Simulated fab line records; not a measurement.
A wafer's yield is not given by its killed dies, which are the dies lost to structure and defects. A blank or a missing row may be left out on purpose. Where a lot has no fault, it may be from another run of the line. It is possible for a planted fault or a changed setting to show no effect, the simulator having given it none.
Split-lot study | flow n5_finfet | 21 wafers read from 7 lots, route of 1938 steps

## THE SPLIT ITSELF
At N5_PMOS_HMC_CHANNEL_EPI_PEB_07 (peb time 60 s), the setting peb_temp_c was moved away from the recipe's 110 C on 7 of the 21 wafers read, by -1.0% to +2.9%. For the rest of the wafers, this setting stayed at what the recipe calls for.

## FROM THE SPLIT TO THE READING: what the file shows between them, 1 step
- N5_PMOS_HMC_CHANNEL_EPI_DEVELOP_08: develop time 30 s

## THE READING
At N5_PMOS_HMC_CHANNEL_EPI_CD_MEAS_09: cd_nm in nanometres, against a target cd of 237.4 nm. On this fab line, fault-free wafers typically give 237.3 nm with a standard deviation of 0.98 nm.

wafer  | tool, chamber at the split | peb_temp_c as run, C | against the recipe | cd_nm, nm | against lot-mates on the recipe
L074.1 | litho_track-05, 0          | 113.1                | +2.8%              | 245.8     | +8.3
L074.3 | litho_track-05, 0          | 110                  | recipe             | 237.5     | -
L074.6 | litho_track-05, 0          | 113.1                | +2.8%              | 246.4     | +8.9
L078.3 | litho_track-02, 0          | 110                  | recipe             | 238.0     | -
L078.4 | litho_track-02, 0          | 110                  | recipe             | 238.2     | -
L078.6 | litho_track-02, 0          | 110                  | recipe             | 239.3     | -
L081.1 | litho_track-01, 0          | 113.2                | +2.9%              | 245.7     | +8.0
L081.4 | litho_track-01, 0          | 110                  | recipe             | 237.7     | -
L081.6 | litho_track-01, 0          | 113.2                | +2.9%              | 244.8     | +7.1
L084.2 | litho_track-01, 0          | 110                  | recipe             | 238.1     | -
L084.3 | litho_track-01, 0          | 110                  | recipe             | 236.9     | -
L084.5 | litho_track-01, 0          | 110                  | recipe             | 236.1     | -
L087.4 | litho_track-05, 0          | 110                  | recipe             | 237.1     | -
L087.5 | litho_track-05, 0          | 110                  | recipe             | 238.3     | -
L087.6 | litho_track-05, 0          | 110                  | recipe             | 236.9     | -
L092.3 | litho_track-05, 0          | 110                  | recipe             | 236.7     | -
L092.5 | litho_track-05, 0          | 110                  | recipe             | 236.2     | -
L092.6 | litho_track-05, 0          | 111.4                | +1.3%              | 240.2     | +3.8
L093.1 | litho_track-02, 0          | 108.9                | -1.0%              | 235.4     | -2.3
L093.2 | litho_track-02, 0          | 110                  | recipe             | 237.7     | -
L093.6 | litho_track-02, 0          | 108.9                | -1.0%              | 233.9     | -3.8

THE FIT
A straight line over all 21 wafers: cd_nm changes by +2.83 nm for each +1% of peb_temp_c; r = +0.97; the points scatter about the line by 0.86 nm.
The same after taking each lot's own level away (the mean of its wafers on the recipe; 21 wafers): +2.84 nm for each +1%; r = +0.98; scatter 0.64 nm.
According to that fit, moving peb_temp_c by its largest amount changes the reading by 8.3 nm.
The lots' own levels span 236.45 to 238.50 nm, that is 2.1 times the standard deviation above.
Hence the lot-to-lot level has little effect on the slope; both slopes agree.
Check: with one of the wafers moved furthest among these (+2.9%) left out of the fit, the line predicts +8.32 nm for it against its lot-mates. Against them it came out at +8 nm.

## OTHER SPLITS ON THESE WAFERS
Before the reading, these wafers also passed through other splits. Each is held against what the fit with the lots' levels taken away leaves over:
other split on the same wafers | wafers away from the commonest value | r with cd_nm (lot level and that fit taken away)
N5_WELL_APT_COAT_02 spin_rpm   | 7                                    | -0.03

## THE WHOLE CHAIN: every reading that the file lists as answering this split, in the file's order
step                               | what it does                                                           | reading                                                                     | change (the file's fit)              | r (the file's)
N5_PMOS_HMC_CHANNEL_EPI_CD_MEAS_09 | target cd 237.4 nm                                                     | cd_nm                                                                       | +2.87 nm for each +1% of the setting | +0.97
N5_PMOS_HMC_CHANNEL_EPI_DESCUM_14  | chemistry O2, time 7.9 s                                               | PMOS_HMC_CHANNEL_EPI.cd_nm (the simulator's own value, which no gauge read) | +2.82 nm for each +1% of the setting | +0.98
N5_PMOS_HMC_CHANNEL_EPI_ETCH_32    | etches BARC in N2/H2, stops on SiO2, target depth 85.8 nm, time 50.3 s | PMOS_HMC_CHANNEL_EPI.cd_nm (the simulator's own value, which no gauge read) | +2.67 nm for each +1% of the setting | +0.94

## FILE'S OWN FIT
cd_nm changes by +2.87 nm for each +1% of peb_temp_c, r = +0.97.
